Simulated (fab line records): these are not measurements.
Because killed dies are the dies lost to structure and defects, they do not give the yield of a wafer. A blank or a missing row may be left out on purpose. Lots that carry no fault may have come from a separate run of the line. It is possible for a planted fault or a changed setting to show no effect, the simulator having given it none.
A struck lot beside a sound one :: flow nand_harc :: 28 out of 1159 route steps
Sound: these wafers, L268.2, L268.3, L268.5. The struck wafers were L286.1, L286.3, L286.6. The cause comes at the end.
Per side, at each step with rows, come the tool, then ch with its chambers, and then its first start. Under that, the readings that differ: sound wafers :: struck wafers :: difference of the means :: sigmas: that difference in standard deviations of wafers without a fault.
alike: same words and numbers on both sides, and readings whose means sit less than 2 such deviations apart. not compared: any withheld reading, any reading some wafer has no value for, any bound like >300 that may hide the same value, and any number with overlapping values for which the record gives no deviation.
The two part at a step that has a row with sigmas, a row that says differs or no value, or rows on one side only. Numbers that don't overlap but have no deviation are shown without sigmas and don't part them. Lack of a reading on every wafer of one side parts them only where that side has two or more wafers.

first, 1 step without rows for these wafers: NHARC_P_ZERO_WELL_HARDBAKE_53 (time 80 s).
NHARC_P_ZERO_WELL_DESCUM_54: chemistry O2, time 3 s.
  sound on rie_diel-07 ch 0,2, day 2 18:03; struck on rie_diel-02 ch 0,1,3, day 7 05:40
  alike: drypump_motor_current_A, o2_flow_sccm, oes_product_au, rf_vpp_V, showerhead_plenum_p_Torr, throttle_valve_pct
  not compared: rf_hours_counter_h
then, 5 steps without rows for these wafers: NHARC_P_ZERO_WELL_IMPLANT_55; NHARC_P_ZERO_WELL_IMPLANT_61; NHARC_P_ZERO_WELL_STRIP_56 (strips in SPM, time 840 s); NHARC_P_ZERO_WELL_PRECLEAN_68 (cleans in SC1, time 60 s); NHARC_P_ZERO_WELL_SRD_69.
NHARC_P_ZERO_WELL_RTA_42: time 300 s.
  sound on rtp_anneal-02 ch 0, day 2 19:07; struck on rtp_anneal-01 ch 0, day 7 06:40
reading: lamp_power_pct (%)
sound: 35.0 35.1 35.2
struck: 38.8 38.8 38.7
difference: +3.7
sigmas: +2

reading: lamp_zone_3_pct (%)
sound: 35.1 35.1 35.1
struck: 38.7 38.8 38.8
difference: +3.7
sigmas: +2

reading: wafer_temp_C_max
sound: 1103.3 1102.2 1103.6
struck: 1105.3 1105.9 1106.3
difference: +2.8
sigmas: +2
NHARC_P_ZERO_WELL_INSPECT_43:
  sound on defect_inspect-01, day 2 19:42; struck on defect_inspect-02, day 7 07:20
  alike: raw_defect_count
then, 3 steps without rows for these wafers: NHARC_P_STI_ETCH_26 (etches SiO2 in dHF, target depth 11 nm); NHARC_P_STI_PRECLEAN_27 (cleans in SC1); NHARC_P_STI_SRD_28.
NHARC_P_STI_OXIDE_29: material SiO2, target thk 10 nm, ox time 1362 s.
  sound on furnace-08 ch 0, day 2 23:41; struck on furnace-03 ch 0, day 7 13:15
  alike: zone_power_bottom_pct
then, 10 steps without rows for these wafers: NHARC_P_STI_HM_DEP_30 (deposits Si3N4, target thk 80 nm, time 873 s); NHARC_P_STI_DEHYDRATE_01 (time 120 s); NHARC_P_STI_HMDS_02 (time 30 s); NHARC_P_STI_COAT_41 (time 65 s); NHARC_P_STI_COAT_03 (resist thk 600 nm); NHARC_P_STI_SOFTBAKE_04 (time 70 s); NHARC_P_STI_EBR_05; NHARC_P_STI_EXPOSE_06 (exposes mask P STI, target cd 200 nm); NHARC_P_STI_PEB_07 (peb time 80 s); NHARC_P_STI_DEVELOP_08 (time 50 s).
NHARC_P_STI_CD_MEAS_09 targets a cd of 200 nm.
  sound on cd_sem-03 ch 0, day 3 10:55; struck on cd_sem-01 ch 0, day 8 00:34
  alike: cd_nm
NHARC_P_STI_OVL_MEAS_10:
  sound on overlay-01, day 3 11:00; struck on overlay-02, day 8 00:39
  alike: overlay_x_nm, overlay_y_nm
NHARC_P_STI_INSPECT_11:
  sound on defect_inspect-01, day 3 11:02; struck on defect_inspect-02, day 8 00:41
reading: raw_defect_count
sound: 3 5 5
struck: 12 14 12
difference: +8
sigmas: +3
then, 1 step without rows for these wafers: NHARC_P_STI_HARDBAKE_13 (time 65 s).
-- record jumps: 18 days between struck wafers' starts before vs after; left off in module P_STI, resumes in module END, first step shown is number 1159 of the route --
NHARC_END_SORT_01:
  the record has rows for the struck wafers here (prober-01 ch 0, day 25 23:02) and none for the sound ones

WHERE THEY PART
Last at NHARC_END_SORT_01 as far as this record goes, first at NHARC_P_ZERO_WELL_RTA_42.

WHY: what the simulator had put in
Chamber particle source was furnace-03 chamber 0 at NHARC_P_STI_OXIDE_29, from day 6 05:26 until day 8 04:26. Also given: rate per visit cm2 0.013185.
